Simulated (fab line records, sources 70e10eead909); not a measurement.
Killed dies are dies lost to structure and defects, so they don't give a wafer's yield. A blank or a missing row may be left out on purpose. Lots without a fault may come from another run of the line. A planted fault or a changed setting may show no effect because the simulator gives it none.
Chamber matching | flow nand_harc | NHARC_A_STAIRCASE_CMP_472 on cmp-04: 4 sister chambers
The step polishes SiO2. 8 wafers are shown with their chamber, then 8 later ones without.

WAFERS WITH THEIR CHAMBER
wafer  | chamber | motor_current_A (A)
L084.5 | 1       | 11.3
L087.2 | 2       | 10.7
L087.5 | 0       | 10.4
L087.6 | 3       | 12.1
L089.1 | 2       | 10.4
L089.2 | 1       | 10.7
L089.5 | 0       | 10.3
L092.1 | 3       | 12.2

WAFERS WITHOUT THEIR CHAMBER
wafer  | motor_current_A (A)
L092.2 | 10.7
L092.3 | 10.5
L092.4 | 10.3
L092.5 | 12.0
L092.6 | 9.9
L096.2 | 10.3
L096.3 | 10.1
L096.4 | 11.0

WHICH CHAMBER EACH WENT THROUGH
wafer  | from the rows above          | in truth
L092.2 | can't be placed: 2 or 1 or 0 | 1
L092.3 | can't be placed: 2 or 0 or 1 | 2
L092.4 | can't be placed: 0 or 2      | 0
L092.5 | 3                            | 3
L092.6 | can't be placed: 0 or 2      | 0
L096.2 | can't be placed: 0 or 2      | 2
L096.3 | can't be placed: 0 or 2      | 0
L096.4 | can't be placed: 1 or 2      | 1
Placed correctly: 1 of 8. Can't be placed from these rows: 7 (the true chamber is among the candidates in 7). Placed wrongly: 0.
How it was worked out, from the rows above alone: a wafer's distance from a chamber is the root of the sum, over the readings, of the square of ((its reading less the chamber's mean) divided by the reading's scatter). The wafer belongs to the nearest chamber; if the next one is less than 2 further off, it can't be placed. A chamber's mean is the mean of its shown wafers. The scatter: the root of (the sum of the squares of (reading less its chamber's mean) over the shown wafers, divided by (wafers less chambers)).
